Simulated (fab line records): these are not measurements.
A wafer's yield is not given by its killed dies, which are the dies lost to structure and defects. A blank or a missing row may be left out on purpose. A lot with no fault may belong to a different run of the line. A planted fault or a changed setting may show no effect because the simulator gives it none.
Chamber matching / flow n5 finfet / 4 sister chambers for N5_BEOL_M8_ALD_77 on ald metal-02
The step deposits TaN, target thk 2 nm, pulse time 2 s, purge time 3 s. 8 wafers are shown with their chamber, then 7 later ones without.

== WAFERS WITH THEIR CHAMBER ==
wafer=L074.3; chamber=2; heater power w (W)=425; susceptor temp C (C)=275.22
wafer=L084.3; chamber=3; heater power w (W)=415; susceptor temp C (C)=275.23
wafer=L084.6; chamber=0; heater power w (W)=492; susceptor temp C (C)=274.81
wafer=L088.1; chamber=3; heater power w (W)=398; susceptor temp C (C)=275.23
wafer=L088.4; chamber=1; heater power w (W)=362; susceptor temp C (C)=274.90
wafer=L088.5; chamber=0; heater power w (W)=510; susceptor temp C (C)=274.94
wafer=L091.2; chamber=2; heater power w (W)=421; susceptor temp C (C)=275.18
wafer=L091.3; chamber=1; heater power w (W)=354; susceptor temp C (C)=274.91

== WAFERS WITH NO CHAMBER GIVEN ==
wafer=L091.6; heater power w (W)=413; susceptor temp C (C)=274.93
wafer=L093.1; heater power w (W)=359; susceptor temp C (C)=274.79
wafer=L093.2; heater power w (W)=431; susceptor temp C (C)=275.10
wafer=L093.5; heater power w (W)=423; susceptor temp C (C)=274.76
wafer=L095.1; heater power w (W)=416; susceptor temp C (C)=274.98
wafer=L095.3; heater power w (W)=405; susceptor temp C (C)=274.97
wafer=L095.6; heater power w (W)=411; susceptor temp C (C)=275.26

== WHICH CHAMBER EACH ONE RAN IN ==
wafer=L091.6; from the rows above=can't be placed: 2 or 1 or 3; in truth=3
wafer=L093.1; from the rows above=1; in truth=1
wafer=L093.2; from the rows above=can't be placed: 2 or 3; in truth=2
wafer=L093.5; from the rows above=can't be placed: 1 or 0 or 2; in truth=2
wafer=L095.1; from the rows above=can't be placed: 2 or 3 or 1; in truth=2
wafer=L095.3; from the rows above=can't be placed: 2 or 1 or 3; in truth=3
wafer=L095.6; from the rows above=can't be placed: 3 or 2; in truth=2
Correct placement for 1 of the 7. Unplaceable from these rows: 6, with the true chamber sitting among the candidates in 6. Placed wrongly: 0.
How it was worked out, from the rows above alone: a wafer's distance from a chamber is the root of the sum, over the readings, of the square of ((its reading less the chamber's mean) divided by the reading's scatter). The wafer belongs to the nearest chamber; if the next one is less than 2 further off, it can't be placed. A chamber's mean is the mean of its shown wafers. How the scatter is found: for the shown wafers, subtract from each reading the mean of its chamber, square and add these, divide the total by (wafers less chambers), then take the root.
